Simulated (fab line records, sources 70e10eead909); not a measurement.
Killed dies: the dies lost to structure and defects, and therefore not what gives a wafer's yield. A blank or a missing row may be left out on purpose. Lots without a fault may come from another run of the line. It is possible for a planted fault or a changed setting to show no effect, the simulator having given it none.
Problem report in the 8D (eight disciplines) form, filled by code || flow nand-harc || the parts of the form that need people (team, actions taken, sign-off) are left out

## 1. THE PROBLEM
Wafers without a fault read 0.8, standard deviation 1.1; killed-at-other at NHARC_END_SORT_01 reads a mean of 645.4 on 5 wafers belonging to 2 lots. So: +99 or more standard deviations from the usual mean.
Earliest sighting: wafer L449.1 on prober-02 at day 21 08:11. The record has a number at this step for 5 wafers belonging to 2 lots. By rule, "out" or "out of limits" means more than 4 standard deviations away from the usual mean. All remaining wafers that have a number are taken as sound.

## 2. WHAT IT IS AND WHAT IT IS NOT
{"question": "which readings at this step", "is": "killed-at-other, defect-limited-yield, killed-dies, sort_bin_2_pct, sort-n-pass, sort-rim-yield-pct, sort-yield-pct", "is not": "killed-at-array, killed-at-periphery, killed-open, killed-short, sort_bin_4_pct"}
{"question": "which lots", "is": "L449, L452", "is not": "-"}
{"question": "which wafers of those lots", "is": "all that have a number", "is not": "-"}
{"question": "read on which gauges", "is": "prober-02", "is not": "-"}
{"question": "when", "is": "from day 21 08:11", "is not": "up to then (0 sound wafers)"}

## 3. WHAT RULES OUT EACH SUSPECT
Counting: a tool at a process step up to the reading stays a suspect if it ran every lot that is out and no sound lot after the first of them.
- the gauge at NHARC_END_SORT_01: kept. All the wafers that are out were read on prober-02, and no step on other tools shows them out.
- rie-diel-09 at NHARC_HYBRID_BOND_ACTIVATE_00 (chemistry N2, time 60 s): kept. It ran every lot that is out, first L449 (day 19 21:47), and no sound lot after that.
- grinder-01 at NHARC_THIN_TSV_GRIND_00: kept. It ran every lot that is out, first L449 (day 20 08:20), and no sound lot after that.
After the count, these remain: rie-diel-09 at NHARC_HYBRID_BOND_ACTIVATE_00, grinder-01 at NHARC_THIN_TSV_GRIND_00 and prober-02 at NHARC_END_SORT_01.

## 4. THE CAUSE (what the simulator had put in)
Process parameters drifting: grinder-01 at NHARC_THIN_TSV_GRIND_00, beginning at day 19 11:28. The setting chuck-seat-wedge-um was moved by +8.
This tool is one of the 3 suspects left after counting.

## 5. THE EFFECT CHAIN, in route order
One row per reading whose mean, taken over the struck wafers that have a number, lies over 3 standard deviations from the usual. Only readings for which the record gives a usual standard deviation are gone through. hours: the time from each lot's start at the first step in this table that gives one to its start at this step, as a median over the lots. sigmas: the change in usual standard deviations.
{"hours": 0, "step": "NHARC_END_SORT_01", "reading": "defect-limited-yield", "usual": "95.7 %", "on struck wafers": 0.0, "change": -95.7, "sigmas": -64}
{"hours": 0, "step": "NHARC_END_SORT_01", "reading": "killed-at-other", "usual": 0.8, "on struck wafers": 645.4, "change": "+644.6", "sigmas": "+99 or more"}
{"hours": 0, "step": "NHARC_END_SORT_01", "reading": "killed-dies", "usual": 29, "on struck wafers": 677, "change": "+648", "sigmas": "+65"}
{"hours": 0, "step": "NHARC_END_SORT_01", "reading": "sort_bin_2_pct", "usual": "1.3 %", "on struck wafers": 96.6, "change": "+95.3", "sigmas": "+99 or more"}
{"hours": 0, "step": "NHARC_END_SORT_01", "reading": "sort-n-pass", "usual": 648, "on struck wafers": 0, "change": -648, "sigmas": -65}
{"hours": 0, "step": "NHARC_END_SORT_01", "reading": "sort-rim-yield-pct", "usual": "95 %", "on struck wafers": 0, "change": -95, "sigmas": -30}
{"hours": 0, "step": "NHARC_END_SORT_01", "reading": "sort-yield-pct", "usual": "95.7 %", "on struck wafers": 0.0, "change": -95.7, "sigmas": -64}

## 6. HOW IT WOULD HAVE BEEN CAUGHT EARLIER
45 hours passed between the start of the fault at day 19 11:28 and the first reading out of limits at a measuring or inspecting step in this record, taken at day 21 08:11.
No tool reading at NHARC_THIN_TSV_GRIND_00 that has a usual standard deviation in the record was out on any struck wafer, so an alarm limit of 4 standard deviations on those readings would not have fired.
By day 21 08:11, every lot that is out (2) had started NHARC_THIN_TSV_GRIND_00 on grinder-01. Had the tool been put on hold then, not one of them would have been saved.
